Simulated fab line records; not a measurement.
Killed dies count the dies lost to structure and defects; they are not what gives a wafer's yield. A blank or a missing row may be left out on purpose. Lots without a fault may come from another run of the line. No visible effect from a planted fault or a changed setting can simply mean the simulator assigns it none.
A lot that was struck, set against a sound lot + flow nand_harc + 14 out of 1159 route steps
Sound: wafers L120.1, L120.5, L120.6. Struck: wafers L135.5, L135.6 (left out: L135.2, a lot-mate that was not struck); the cause follows at the end.
Per side, at each step with rows, come the tool, then ch with its chambers, and then its first start. Under that, the readings that differ: sound wafers + struck wafers + difference of the means + sigmas: that difference in standard deviations of wafers without a fault.
alike: a reading whose means differ by less than 2 such deviations, as well as words and numbers matching on both sides. not compared: withheld readings; readings where some wafer has no value; bounds like >300 that might hide an equal value; numbers whose values overlap and for which the record gives no deviation.
The two part at a step that has a row with sigmas, a row that says differs or no value, or rows on one side only. Non-overlapping numbers with no deviation appear without sigmas and do not part them. A reading missing from all wafers of one side parts the sides only when that side holds two or more wafers.

first, 4 steps without rows for these wafers: NHARC_A_WL_FILL_STRIP_28 (strips in post etch residue remover, time 1200 s); NHARC_A_WL_FILL_PRECLEAN_06 (cleans in DIW, time 300 s); NHARC_A_WL_FILL_SRD_07; NHARC_A_WL_FILL_ANNEAL_08 (time 1800 s).
NHARC_A_WL_FILL_ALD_10: deposits SiO2, target thk 50 nm, pulse time 10 s, ald cycles 500.
  sound on ald_hk-02 ch 1,2,3, day 16 12:05; struck on ald_hk-04 ch 1,2, day 20 10:40
  alike: heater_power_w, precursor_pulse_height_rel
NHARC_A_WL_FILL_ETCHBACK_16: etches the open film in C4F8/O2/Ar, target depth 88 nm, time 17.6 s.
  sound on rie_diel-10 ch 0,1; struck on rie_diel-12 ch 2,3
| reading               | sound             | struck      | difference | sigmas |
|-----------------------|-------------------|-------------|------------|--------|
| oes_product_au (a.u.) | 1.006 0.997 1.004 | 0.927 0.907 | -0.085     | -3     |
  alike: rf_vpp_V
  not compared: rf_hours_counter_h
NHARC_A_WL_FILL_STRIP_29: strips in O2, time 20 s.
  sound on rie_diel-10 ch 0,1,2, day 16 15:17; struck on rie_diel-12 ch 2,3, day 20 13:21
  alike: drypump_motor_current_A, mfc_ar_sccm, o2_flow_sccm, oes_product_au, rf_vpp_V, showerhead_plenum_p_Torr, throttle_valve_pct
  not compared: rf_hours_counter_h
NHARC_A_WL_FILL_ETCHBACK_17: etches the open film in Cl2/BCl3, target depth 4 nm, time 26.7 s.
  sound on rie_metal-03 ch 0,1, day 16 15:23; struck on rie_metal-03 ch 0,1, day 20 13:25
| reading               | sound             | struck      | difference | sigmas |
|-----------------------|-------------------|-------------|------------|--------|
| oes_product_au (a.u.) | 0.987 0.979 0.972 | 0.999 1.006 | +0.023     | +3     |
  alike: drypump_motor_current_A
  not compared: rf_hours_counter_h
then, 3 steps without rows for these wafers: NHARC_A_WL_FILL_PRECLEAN_18 (cleans in dHF, time 30 s); NHARC_A_WL_FILL_SRD_21; NHARC_A_WL_FILL_CVD_23 (deposits poly-Si, target thk 40 nm, time 800 s).
NHARC_A_WL_FILL_ETCHBACK_26: etches the open film in HBr, target depth 52 nm, time 13.3 s.
  sound on rie_si-03 ch 2,3, day 16 20:29; struck on rie_si-03 ch 0,3, day 20 18:41
| reading               | sound             | struck      | difference | sigmas |
|-----------------------|-------------------|-------------|------------|--------|
| oes_product_au (a.u.) | 0.999 0.991 1.007 | 0.913 0.893 | -0.096     | -6     |
  alike: drypump_motor_current_A, throttle_valve_pct
  not compared: rf_hours_counter_h
then, 1 step without rows for these wafers: NHARC_A_WL_FILL_PRECLEAN_30 (cleans in dHF, time 10 s).
-- break in the record here, with 4 days between the starts of the struck wafers on either side (left off in module A_WL_FILL, picked up again in module END, where the first step shown is number 1159 on the route) --
NHARC_END_SORT_01:
  sound on prober-02 ch 0, day 20 22:23; struck on prober-01 ch 0, day 24 13:13
  alike: killed_at_array, killed_at_other, killed_at_periphery, killed_dies, killed_open, killed_short

== WHERE THEY PART ==
First at NHARC_A_WL_FILL_ETCHBACK_16; last, within this record, at NHARC_A_WL_FILL_ETCHBACK_26. Later steps at which nothing parts them and some readings are alike: NHARC_END_SORT_01.

WHY: the cause the simulator had injected
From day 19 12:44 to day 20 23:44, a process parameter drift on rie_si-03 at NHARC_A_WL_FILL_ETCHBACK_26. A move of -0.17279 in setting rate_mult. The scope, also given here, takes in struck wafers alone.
